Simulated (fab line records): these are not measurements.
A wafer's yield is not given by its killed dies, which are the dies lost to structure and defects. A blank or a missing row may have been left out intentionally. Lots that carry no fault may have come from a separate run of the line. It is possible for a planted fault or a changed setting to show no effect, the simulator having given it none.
Chamber matching / flow n5 finfet / pecvd-04 running N5_BEOL_M1_PECVD_72: 3 sister chambers
The step deposits SiO2 from TEOS/O2, target thk 16 nm, time 18 s. 5 wafers are shown with their chamber, then 9 later ones without.

== WAFERS WITH THEIR CHAMBER ==
wafer=L078.4; chamber=2; throttle valve pct (%)=22.9; showerhead plenum p Torr (Torr)=8.75
wafer=L091.5; chamber=0; throttle valve pct (%)=23.0; showerhead plenum p Torr (Torr)=8.80
wafer=L092.2; chamber=0; throttle valve pct (%)=23.5; showerhead plenum p Torr (Torr)=8.80
wafer=L092.3; chamber=1; throttle valve pct (%)=24.9; showerhead plenum p Torr (Torr)=8.84
wafer=L092.6; chamber=1; throttle valve pct (%)=24.9; showerhead plenum p Torr (Torr)=8.85

== WAFERS MISSING THEIR CHAMBER ==
wafer=L093.2; throttle valve pct (%)=24.9; showerhead plenum p Torr (Torr)=8.83
wafer=L093.3; throttle valve pct (%)=23.2; showerhead plenum p Torr (Torr)=8.79
wafer=L093.5; throttle valve pct (%)=24.7; showerhead plenum p Torr (Torr)=8.82
wafer=L095.1; throttle valve pct (%)=25.2; showerhead plenum p Torr (Torr)=8.84
wafer=L095.4; throttle valve pct (%)=21.2; showerhead plenum p Torr (Torr)=8.72
wafer=L095.5; throttle valve pct (%)=24.8; showerhead plenum p Torr (Torr)=8.82
wafer=L097.2; throttle valve pct (%)=20.7; showerhead plenum p Torr (Torr)=8.72
wafer=L097.3; throttle valve pct (%)=24.8; showerhead plenum p Torr (Torr)=8.83
wafer=L097.5; throttle valve pct (%)=25.1; showerhead plenum p Torr (Torr)=8.83

== EACH ONE'S CHAMBER ==
wafer=L093.2; from the rows above=1; in truth=1
wafer=L093.3; from the rows above=0; in truth=0
wafer=L093.5; from the rows above=can't be placed: 1 or 0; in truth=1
wafer=L095.1; from the rows above=1; in truth=1
wafer=L095.4; from the rows above=2; in truth=2
wafer=L095.5; from the rows above=1; in truth=1
wafer=L097.2; from the rows above=2; in truth=2
wafer=L097.3; from the rows above=1; in truth=1
wafer=L097.5; from the rows above=1; in truth=1
Correctly placed: 8 of 9. Cannot be placed on the basis of these rows: 1; the candidates contain the true chamber in 1. Wrongly placed: 0.
How it was worked out, from the rows above alone: a wafer's distance from a chamber is the root of the sum, over the readings, of the square of ((its reading less the chamber's mean) divided by the reading's scatter). The wafer belongs to the nearest chamber; if the next one is less than 2 further off, it can't be placed. Each chamber's mean is taken over the wafers shown for it. How the scatter is found: for the shown wafers, subtract from each reading the mean of its chamber, square and add these, divide the total by (wafers less chambers), then take the root.
